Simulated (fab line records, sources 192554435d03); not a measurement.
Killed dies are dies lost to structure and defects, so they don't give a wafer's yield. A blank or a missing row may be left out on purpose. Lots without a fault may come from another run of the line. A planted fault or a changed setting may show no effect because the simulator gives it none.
A struck lot beside a sound one | flow n5_finfet | 44 steps out of a route of 1938
Sound: wafers L274.1, L274.4, L274.6. Struck: wafer L285.4. (L285.2, L285.6 of the same lot were not struck and are left out.) The cause comes at the end.
At each step with rows: each side's tool, then ch and its chambers, then its first start. Under that, the readings that differ: sound wafers | struck wafers | difference of the means | sigmas: that difference in standard deviations of wafers without a fault.
alike: readings whose means differ by less than 2 such deviations, and words and numbers that are the same on both sides. not compared: withheld readings, readings that some wafer has no value for, bounds like >300 that may hide the same value, and numbers for which the record gives no deviation and whose values overlap.
The two part at a step that has a row with sigmas, a row that says differs or no value, or rows on one side only. Numbers that don't overlap but have no deviation are shown without sigmas and don't part them. A reading that every wafer of one side lacks parts them only if that side has two wafers or more.

first, 3 steps without rows for these wafers: N5_SD_EPI_N_STRIP_36 (strips in N2/H2); N5_SD_EPI_N_ETCHBACK_44 (etches SiNx in CH3F/O2, stops on SiO2, target depth 14.5 nm); N5_SD_EPI_N_ETCH_45 (etches SiOCN in CH3F/O2, target depth 6 nm).
N5_SD_EPI_N_ETCH_16: etches SiO2 in CHF3/O2, target depth 5 nm.
  sound on rie_diel-01 ch 2,3, day 4 02:08; struck on rie_diel-01 ch 0, day 6 19:07
  alike: bias_w, drypump_motor_current_A, mfc_ar_sccm, oes_product_au, rf_vpp_V, showerhead_plenum_p_Torr, throttle_valve_pct
  not compared: rf_hours_counter_h
then, 1 step without rows for these wafers: N5_SD_EPI_N_STRIP_47 (strips in CHF3/O2).
N5_SD_EPI_N_SD_RECESS_17: chemistry HBr/Cl2/O2, target depth 41 nm, time 23.7 s, bt time 3 s.
  sound on rie_si-06 ch 0,2, day 4 02:13; struck on rie_si-04 ch 1, day 6 19:11
  reading    | sound             | struck | difference | sigmas
  bias_w (W) | 112.3 112.5 112.4 | 111.5  | -0.9       | -3
  alike: drypump_motor_current_A, mfc_cl2_sccm, oes_product_au, throttle_valve_pct
  not compared: rf_hours_counter_h
then, 6 steps without rows for these wafers: N5_SD_EPI_N_STRIP_38 (strips in N2/H2); N5_SD_EPI_N_WET_ETCH_43 (etches SiO2 in dHF, time 14 s, target depth 1.5 nm); N5_SD_EPI_N_STRIP_18 (strips in SPM, time 750 s); N5_SD_EPI_N_SRD_20 (time 30 s); N5_SD_EPI_N_PRECLEAN_48 (cleans in NF3:NH3, afs cycles 2, time 20 s, sublimation time 60 s); N5_SD_EPI_N_VAPOR_ETCH_50 (etches Si in HCl, time 54 s).
N5_SD_EPI_N_EPI_21: deposits Si:P, time 690 s.
  sound on epi_rpcvd-03 ch 0, day 4 03:12; struck on epi_rpcvd-03 ch 0, day 6 20:28
  reading                                   | sound          | struck | difference | sigmas
  epi_growth_time_s (s)                     | 690 690 690    | 583.35 | -106.65    |
  model.Si-P_of_SD_EPI_N_EPI_21.thk_nm (nm) | 59.6 58.6 59.4 | 52.2   | -7.0       |
  alike: susceptor_temp_C_max
N5_SD_EPI_N_EPI_MEAS_23:
  sound on film_metro-02, day 4 04:55; struck on film_metro-01, day 6 21:56
  reading     | sound          | struck | difference | sigmas
  thk_nm (nm) | 59.5 58.9 59.4 | 52.3   | -7.0       | -7
then, 3 steps without rows for these wafers: N5_SD_EPI_N_PRECLEAN_24 (cleans in O3/DIW, time 60 s); N5_SD_EPI_N_SRD_25 (time 30 s); N5_SD_EPI_N_PRECLEAN_49 (cleans in NF3:NH3, afs cycles 1, time 20 s, sublimation time 60 s).
N5_SD_EPI_N_LINER_46: material SiNx, target thk 3 nm.
  sound on ald_sin-04 ch 1,2,3, day 4 05:17; struck on ald_sin-02 ch 3, day 6 22:14
  alike: heater_power_w
N5_SD_EPI_N_INSPECT_26: inspects for defects (darkfield).
  sound on defect_inspect-02, day 4 05:32; struck on defect_inspect-01, day 6 22:29
  alike: raw_defect_count
then, 8 steps without rows for these wafers: N5_SD_EPI_P_COAT_34 (time 60 s, resist thk 350 nm); N5_SD_EPI_P_COAT_35 (time 60 s, resist thk 35 nm); N5_SD_EPI_P_COAT_03 (resist thk 150 nm); N5_SD_EPI_P_EBR_05; N5_SD_EPI_P_SOFTBAKE_04 (time 60 s); N5_SD_EPI_P_EXPOSE_06 (exposes mask SD P BLK, target cd 240 nm); N5_SD_EPI_P_PEB_07 (peb time 60 s); N5_SD_EPI_P_DEVELOP_08 (develop time 30 s).
N5_SD_EPI_P_CD_MEAS_09: target cd 240 nm.
  sound on cd_sem-03 ch 0, day 4 05:49; struck on cd_sem-01 ch 0, day 6 22:53
  alike: cd_nm
N5_SD_EPI_P_OVL_MEAS_10:
  sound on overlay-02 ch 0, day 4 05:51; struck on overlay-02 ch 0, day 6 22:55
  alike: SD_P_BLK_OVL
N5_SD_EPI_P_INSPECT_11: inspects for defects (macro).
  sound on defect_inspect-01, day 4 05:52; struck on defect_inspect-02, day 6 22:56
  alike: raw_defect_count
N5_SD_EPI_P_DESCUM_14: chemistry O2, time 7.9 s.
  sound on rie_diel-06 ch 0,1,2, day 4 06:02; struck on rie_diel-06 ch 1, day 6 23:14
  alike: drypump_motor_current_A, oes_product_au, rf_vpp_V, showerhead_plenum_p_Torr, throttle_valve_pct
  not compared: rf_hours_counter_h
then, 7 steps without rows for these wafers: N5_SD_EPI_P_ETCH_36 (etches SiARC in CF4, target depth 45.5 nm, time 75.8 s); N5_SD_EPI_P_ETCH_37 (etches SOC in N2/H2, overetch 108 nm, time 486 s); N5_SD_EPI_P_STRIP_38 (strips in N2/H2); N5_SD_EPI_P_ETCHBACK_46 (etches SiNx in CH3F/O2, stops on SiO2, target depth 17.5 nm); N5_SD_EPI_P_ETCH_47 (etches SiOCN in CH3F/O2, target depth 25 nm); N5_SD_EPI_P_ETCH_16 (etches SiO2 in CHF3/O2, target depth 5 nm); N5_SD_EPI_P_STRIP_50 (strips in CHF3/O2).
N5_SD_EPI_P_SD_RECESS_17: chemistry HBr/Cl2/O2, target depth 39.1 nm, bt time 3 s.
  sound on rie_si-01 ch 0,1,3, day 4 06:44; struck on rie_si-01 ch 0, day 6 23:56
  alike: bias_w, drypump_motor_current_A, mfc_cl2_sccm, oes_product_au, throttle_valve_pct
  not compared: rf_hours_counter_h
then, 3 steps without rows for these wafers: N5_SD_EPI_P_WET_ETCH_45 (etches SiO2 in dHF, time 10.7 s, target depth 2 nm, rinse time 30 s); N5_SD_EPI_P_STRIP_40 (strips in N2/H2); N5_SD_EPI_P_PRECLEAN_52 (cleans in O3/DIW, time 60 s).
N5_SD_EPI_P_PRECLEAN_24: cleans in O3/DIW, time 45 s.
  sound on wet_bench-05 ch 3,5,7, day 4 10:34; struck on wet_bench-05 ch 0, day 7 03:45
  reading                                   | sound          | struck | difference | sigmas
  model.Si-P_of_SD_EPI_N_EPI_21.thk_nm (nm) | 58.8 57.8 58.6 | 51.4   | -7.0       |
-- the record jumps here: 9 days lie between the struck wafers' starts before and after (it left off in module SD_EPI_P and takes up again in module PASSIVATION, whose first step shown is number 1936 of the route) --
N5_PASSIVATION_PROBE_49:
  sound on prober-02, day 12 23:58; struck on prober-02, day 15 19:43
  alike: killed_at_M0_to_M3, killed_at_M4_up, killed_at_contacts, killed_at_front_end, killed_at_other, killed_dies, killed_open, killed_short

WHERE THEY PART
First at N5_SD_EPI_N_SD_RECESS_17; last, within this record, at N5_SD_EPI_N_EPI_MEAS_23. Later steps at which nothing parts them and some readings are alike: N5_SD_EPI_N_LINER_46, N5_SD_EPI_N_INSPECT_26, N5_SD_EPI_P_CD_MEAS_09, N5_SD_EPI_P_OVL_MEAS_10, N5_SD_EPI_P_INSPECT_11, N5_SD_EPI_P_DESCUM_14, N5_SD_EPI_P_SD_RECESS_17, N5_PASSIVATION_PROBE_49.

WHY: what the simulator had put in
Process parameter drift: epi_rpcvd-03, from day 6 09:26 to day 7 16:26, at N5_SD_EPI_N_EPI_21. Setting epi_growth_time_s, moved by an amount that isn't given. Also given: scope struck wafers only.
